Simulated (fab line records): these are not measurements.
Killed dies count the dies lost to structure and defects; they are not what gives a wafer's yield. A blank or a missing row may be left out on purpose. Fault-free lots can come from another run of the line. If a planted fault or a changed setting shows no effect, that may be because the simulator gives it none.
fab line records -- flow n5Finfet -- part 2 of 2: steps 5 to 6 of 6
record lots=24, wafers=72, lastDay=19
route steps=1938 shown BEOL_M15@1785
lots that met no fault: taken from a fault-free run of the same line
startH: hours from the record's first day to the start of the lot's first wafer shown -- waitH: hours from the lot's prior step to this one -- " the same as in the row above -- L1.1+2: one row covering several wafers at once -- - no value present, or no start provided -- * or withheld: withheld -- < > ~ a bound
route shown NAME@n: names a module that has steps shown in the file, with the first one's number in the route -- usual: mean/standard deviation taken from wafers without a fault -- same: alike in all rows -- chamber/n: place in a boat -- sites: the reading at each site -- _std_site: standard deviation across them -- _edge_site: outer sites' mean less inner sites' -- radiusMm: how far each site lies from the wafer's centre -- mask NAME#n: copy n -- behind: the tool/chamber that last shaped the wafer -- hold: what put the lot on hold/how long, in hours/how the hold closed -- device: whichever transistor did not switch (one of n, p or np) -- end of line: the route-end tests of the same wafers -- where a step has no rows: the recipe by itself -- killed: count of dies lost to structure and defects at first sort (not the wafer's yield) -- map: the dies of a wafer, with x for killed, . for not killed, _ for no die there
set.NAME: the setting that was run; set.NAME@STEP: the one run at that earlier step -- model.NAME: the simulator's own value behind a step, which no gauge read
a sample of lots followed through the steps of the route, with each step as a table and each wafer as a row
services: when a tool's chamber went out of use (startH, in hours from the record's first day, below 0 if earlier), for how many hours, and the reason
## steps
# step N5_BEOL_M15_STRIP_62
# recipe chemistry=O2, powerW=600, tempC=60, pressureMtorr=30, rfFrequencyHz=6e+07, biasPowerW=0, overashFraction=0.3, o2FlowSccm=225
# usual drypumpMotorCurrentA=5.5/0.4, oesProductAu=0.78/0.075, rfVppV=3.7/0.48, showerheadPlenumPTorr=2.11/0.07, tempC=59.99/0.11, throttleValvePct=16.79/0.14
# same biasPowerW=0
lot.wafer,tool,chamber,startH,waitH,drypumpMotorCurrentA,oesProductAu,rfHoursCounterH,rfVppV,showerheadPlenumPTorr,tempC,throttleValvePct
L074.1,rieDiel-04,1,-,-,5.0,0.74,161,3.4,2.19,59.93,16.79
L074.4,rieDiel-04,1,-,-,5.0,0.73,-,3.7,2.19,60.01,16.80
L074.6,rieDiel-04,2,-,-,5.0,0.87,-,3.1,2.13,59.95,16.70
L075.2,rieDiel-02,0,-,-,5.6,0.76,128,4.0,2.11,60.14,16.81
L075.4,rieDiel-02,2,-,-,5.7,0.73,177,3.7,2.18,59.96,16.77
L075.5,rieDiel-02,0,-,-,5.6,0.76,-,4.2,2.11,59.93,16.82
L077.1,rieDiel-05,1,-,-,6.2,0.79,112,3.6,2.09,59.80,16.71
L077.2,rieDiel-05,2,-,-,5.7,0.73,184,3.6,2.01,59.92,17.00
L077.4,rieDiel-05,0,-,-,4.9,0.92,-,3.2,2.15,59.86,16.86
L078.1,rieDiel-05,1,-,-,6.1,0.78,113,4.1,2.09,59.99,16.70
L078.2,rieDiel-05,2,-,-,5.7,0.72,185,3.1,2.01,60.02,17.01
L078.4,rieDiel-05,0,-,-,5.0,0.92,-,3.9,2.15,59.93,16.87
L079.1,rieDiel-04,1,-,-,5.0,0.73,168,4.2,2.18,60.06,16.82
L079.4,rieDiel-04,3,-,-,5.4,0.97,3,4.0,2.05,59.86,16.55
L079.6,rieDiel-04,2,-,-,4.9,0.87,-,3.9,2.13,59.94,16.72
L080.2,rieDiel-02,1,-,-,6.0,0.85,75,3.5,2.10,59.88,16.87
L080.3,rieDiel-02,0,-,-,5.6,0.76,135,3.9,2.11,60.11,16.84
L080.4,rieDiel-02,2,-,-,5.7,0.73,185,3.2,2.18,59.79,16.78
L082.3,rieDiel-04,2,-,-,5.0,0.85,44,4.0,2.13,60.03,16.73
L082.4,rieDiel-04,3,-,-,5.4,0.94,8,4.0,2.04,59.81,16.57
L082.6,rieDiel-04,2,-,-,5.0,0.86,-,2.8,2.13,59.98,16.74
L081.3,rieDiel-04,1,-,-,5.0,0.72,174,3.5,2.18,60.00,16.83
L081.4,rieDiel-04,2,-,-,5.0,0.85,44,4.0,2.13,59.91,16.73
L081.6,rieDiel-04,3,-,-,5.4,0.93,-,3.8,2.04,60.08,16.56
L083.2,rieDiel-05,3,-,-,5.4,0.71,215,4.2,1.99,60.01,16.72
L083.5,rieDiel-05,2,-,-,5.7,0.71,-,2.6,2.00,60.00,17.04
L083.6,rieDiel-05,3,-,-,5.4,0.71,-,3.0,1.99,60.08,16.71
L086.1,rieDiel-02,1,-,-,6.1,0.84,86,4.2,2.10,59.76,16.91
L086.2,rieDiel-02,2,-,-,5.8,0.72,198,3.9,2.17,60.08,16.82
L086.3,rieDiel-02,0,-,-,5.6,0.75,146,3.4,2.10,60.28,16.85
L084.1,rieDiel-04,0,-,-,5.5,0.70,235,4.1,2.18,60.09,16.74
L084.3,rieDiel-04,3,-,-,5.4,0.92,17,3.8,2.04,60.01,16.57
L084.5,rieDiel-04,0,-,-,5.5,0.70,-,3.5,2.18,60.25,16.73
L085.2,rieDiel-02,0,-,-,5.5,0.74,148,3.9,2.10,60.11,16.84
L085.4,rieDiel-02,3,-,-,5.7,0.85,53,4.2,2.21,60.01,16.50
L085.6,rieDiel-02,3,-,-,5.7,0.86,-,4.0,2.20,59.98,16.51
L089.1,rieDiel-02,2,-,-,5.7,0.72,202,3.9,2.17,60.05,16.81
L089.4,rieDiel-02,1,-,-,6.0,0.82,91,3.2,2.10,60.04,16.92
L089.6,rieDiel-02,3,-,-,5.8,0.85,-,4.1,2.20,60.23,16.50
L087.1,rieDiel-04,0,-,-,5.4,0.70,241,3.9,2.18,60.05,16.74
L087.2,rieDiel-04,2,-,-,5.0,0.83,57,3.3,2.12,60.05,16.77
L087.5,rieDiel-04,0,-,-,5.4,0.69,-,3.1,2.18,59.76,16.74
L088.1,rieDiel-02,1,-,-,6.0,0.82,92,4.7,2.10,60.06,16.92
L088.4,rieDiel-02,0,-,-,5.6,0.74,152,4.6,2.10,60.02,16.87
L088.5,rieDiel-02,0,-,-,5.5,0.74,-,4.1,2.10,60.00,16.85
L090.1,rieDiel-04,2,-,-,5.0,0.83,61,4.1,2.12,60.08,16.78
L090.5,rieDiel-04,0,-,-,5.5,0.69,-,3.4,2.18,59.91,16.77
L090.6,rieDiel-04,1,-,-,5.0,0.71,-,3.2,2.18,59.92,16.85
L091.1,rieDiel-04,1,-,-,5.0,0.71,194,3.4,2.18,59.92,16.86
L091.2,rieDiel-04,3,-,-,5.4,0.91,20,3.2,2.04,60.01,16.60
L091.4,rieDiel-04,2,-,-,5.0,0.82,65,3.7,2.12,59.90,16.77
L092.2,rieDiel-02,2,-,-,5.7,0.72,209,3.2,2.17,59.77,16.82
L092.4,rieDiel-02,1,-,-,6.0,0.82,96,3.7,2.10,60.04,16.91
L092.5,rieDiel-02,2,-,-,5.7,0.72,-,4.2,2.17,59.87,16.84
L093.2,rieDiel-05,0,-,-,5.0,0.88,45,3.5,2.14,59.97,16.92
L093.4,rieDiel-05,2,-,-,5.6,0.71,211,4.4,2.00,59.93,17.03
L093.6,rieDiel-05,2,-,-,5.7,0.71,-,3.3,2.00,60.09,17.03
L094.4,rieDiel-05,0,-,-,5.0,0.86,52,3.5,2.14,60.18,16.93
L094.5,rieDiel-05,0,-,-,4.9,0.85,-,4.7,2.14,59.82,16.91
L094.6,rieDiel-05,3,-,-,5.4,0.70,-,4.2,1.98,60.05,16.75
L076.2,rieDiel-05,3,-,-,5.3,0.69,235,3.5,1.98,60.07,16.77
L076.3,rieDiel-05,1,-,-,6.2,0.76,147,3.0,2.08,60.14,16.79
L076.5,rieDiel-05,1,-,-,6.2,0.76,-,3.8,2.08,60.07,16.78
L095.1,rieDiel-05,1,-,-,6.2,0.75,149,3.6,2.08,59.97,16.78
L095.3,rieDiel-05,3,-,-,5.4,0.69,237,4.1,1.98,59.88,16.77
L095.6,rieDiel-05,2,-,-,5.7,0.70,-,4.2,1.99,59.93,17.07
L097.1,rieDiel-05,0,-,-,4.9,0.85,59,3.4,2.13,59.73,16.95
L097.3,rieDiel-05,2,-,-,5.6,0.70,225,3.2,1.99,59.86,17.08
L097.6,rieDiel-05,3,-,-,5.3,0.69,-,3.9,1.98,60.02,16.78
L096.1,rieDiel-05,1,-,-,6.1,0.73,160,4.2,2.08,60.02,16.80
L096.3,rieDiel-05,3,-,-,5.4,0.68,248,3.4,1.98,60.26,16.79
L096.4,rieDiel-05,0,-,-,5.0,0.85,60,3.4,2.13,60.10,16.94
# step N5_BEOL_M15_DEP_53
# recipe material=SiCN, targetThkA=500, tempC=withheld, precursor=3MS/NH3, pressureTorr=3, rfW=675, timeS=17.8
# usual showerheadPlenumPTorr=4.152/0.011, throttleValvePct=17.6/0.85
lot.wafer,tool,chamber,startH,waitH,showerheadPlenumPTorr,throttleValvePct
L074.1,pecvd-02,0,253.62,0.0,4.151,18.5
L074.4,pecvd-02,2,253.62,0.0,4.159,16.7
L074.6,pecvd-02,0,253.62,0.0,4.151,18.4
L075.2,pecvd-02,2,265.40,0.0,4.151,16.8
L075.4,pecvd-02,0,265.40,0.0,4.142,18.5
L075.5,pecvd-02,1,265.40,0.0,4.152,18.1
L077.1,pecvd-02,1,278.33,0.0,4.139,18.1
L077.2,pecvd-02,0,278.33,0.0,4.135,18.2
L077.4,pecvd-02,1,278.33,0.0,4.157,17.9
L078.1,pecvd-04,2,278.60,0.0,4.157,17.2
L078.2,pecvd-04,1,278.60,0.0,4.166,17.5
L078.4,pecvd-04,0,278.60,0.0,4.162,18.3
L079.1,pecvd-04,0,283.08,0.0,4.155,17.9
L079.4,pecvd-04,0,283.08,0.0,4.160,18.0
L079.6,pecvd-04,2,283.08,0.0,4.156,17.5
L080.2,pecvd-03,1,290.13,0.0,4.151,17.8
L080.3,pecvd-03,0,290.13,0.0,4.152,18.6
L080.4,pecvd-03,0,290.13,0.0,4.145,19.0
L082.3,pecvd-03,0,299.79,0.0,4.154,18.9
L082.4,pecvd-03,2,299.79,0.0,4.129,15.9
L082.6,pecvd-03,0,299.79,0.0,4.160,19.2
L081.3,pecvd-03,2,300.74,0.0,4.131,16.0
L081.4,pecvd-03,0,300.74,0.0,4.144,18.9
L081.6,pecvd-03,1,300.74,0.0,4.154,17.2
L083.2,pecvd-02,0,326.44,0.0,4.155,18.5
L083.5,pecvd-02,1,326.44,0.0,4.158,17.8
L083.6,pecvd-02,0,326.44,0.0,4.155,18.3
L086.1,pecvd-02,1,326.80,0.0,4.152,17.9
L086.2,pecvd-02,0,326.80,0.0,4.147,18.1
L086.3,pecvd-02,2,326.80,0.0,4.155,16.9
L084.1,pecvd-03,2,326.89,0.0,4.126,16.1
L084.3,pecvd-03,0,326.89,0.0,4.159,18.9
L084.5,pecvd-03,2,326.89,0.0,4.133,16.2
L085.2,pecvd-04,0,333.08,0.0,4.149,18.1
L085.4,pecvd-04,1,333.08,0.0,4.173,17.4
L085.6,pecvd-04,0,333.08,0.0,4.148,17.9
L089.1,pecvd-03,1,342.21,0.0,4.153,17.7
L089.4,pecvd-03,1,342.21,0.0,4.160,17.2
L089.6,pecvd-03,0,342.21,0.0,4.154,19.4
L087.1,pecvd-02,1,342.68,0.0,4.150,17.7
L087.2,pecvd-02,2,342.68,0.0,4.166,17.0
L087.5,pecvd-02,2,342.68,0.0,4.158,16.9
L088.1,pecvd-04,2,347.98,0.0,4.151,17.3
L088.4,pecvd-04,0,347.98,0.0,4.160,18.4
L088.5,pecvd-04,1,347.98,0.0,4.172,17.6
L090.1,pecvd-02,2,351.42,0.0,4.147,17.1
L090.5,pecvd-02,2,351.42,0.0,4.160,17.0
L090.6,pecvd-02,1,351.42,0.0,4.153,17.9
L091.1,pecvd-02,2,360.93,0.0,4.160,16.9
L091.2,pecvd-02,1,360.93,0.0,4.156,17.9
L091.4,pecvd-02,1,360.93,0.0,4.159,18.1
L092.2,pecvd-03,1,365.46,0.0,4.151,17.7
L092.4,pecvd-03,2,365.46,0.0,4.142,16.2
L092.5,pecvd-03,2,365.46,0.0,4.133,16.1
L093.2,pecvd-03,1,365.91,0.0,4.148,17.6
L093.4,pecvd-03,1,365.91,0.0,4.163,17.7
L093.6,pecvd-03,2,365.91,0.0,4.133,16.3
L094.4,pecvd-03,2,391.28,0.0,4.132,16.1
L094.5,pecvd-03,1,391.28,0.0,4.158,17.5
L094.6,pecvd-03,0,391.28,0.0,4.139,19.1
L076.2,pecvd-04,0,395.13,0.0,4.153,18.5
L076.3,pecvd-04,2,395.13,0.0,4.147,17.3
L076.5,pecvd-04,2,395.13,0.0,4.147,17.5
L095.1,pecvd-03,0,400.87,0.0,4.154,19.4
L095.3,pecvd-03,2,400.87,0.0,4.139,16.3
L095.6,pecvd-03,0,400.87,0.0,4.153,19.3
L097.1,pecvd-03,1,414.12,0.0,4.163,17.5
L097.3,pecvd-03,2,414.12,0.0,4.134,16.5
L097.6,pecvd-03,2,414.12,0.0,4.131,16.1
L096.1,pecvd-04,0,432.13,0.0,4.164,17.7
L096.3,pecvd-04,2,432.13,0.0,4.164,17.5
L096.4,pecvd-04,1,432.13,0.0,4.158,17.4
## services
tool,chamber,startH,hours,kind
rieDiel-05,1,230.47,5.5,repair
rieDiel-02,1,230.65,2.4,repair
pecvd-03,0,230.99,13.4,repair
rieDiel-04,3,248.14,-,clean
rieDiel-04,3,248.14,-,consumableReplace:focusRing
rieDiel-04,3,248.14,17.8,scheduledDown
rieDiel-04,3,248.14,17.8,ventCycle
rieDiel-05,3,263.47,13.5,repair
pecvd-04,-,285.39,1.9,repair
rieDiel-02,3,294.20,9.6,repair
pecvd-02,-,309.21,0.3,repair
pecvd-02,2,319.24,2.2,repair
rieDiel-04,3,330.35,22.4,repair
pecvd-03,2,336.06,4.2,repair
pecvd-03,0,363.33,5.6,repair
rieDiel-04,0,370.65,-,clean
rieDiel-04,0,370.65,-,consumableReplace:focusRing
rieDiel-04,0,370.65,17.5,scheduledDown
rieDiel-04,0,370.65,17.5,ventCycle
rieDiel-02,0,375.55,2.3,repair
rieDiel-05,2,392.86,3.8,repair
pecvd-04,-,413.67,14.6,pm
rieDiel-05,0,415.19,13.2,repair
pecvd-03,1,428.24,12.0,repair
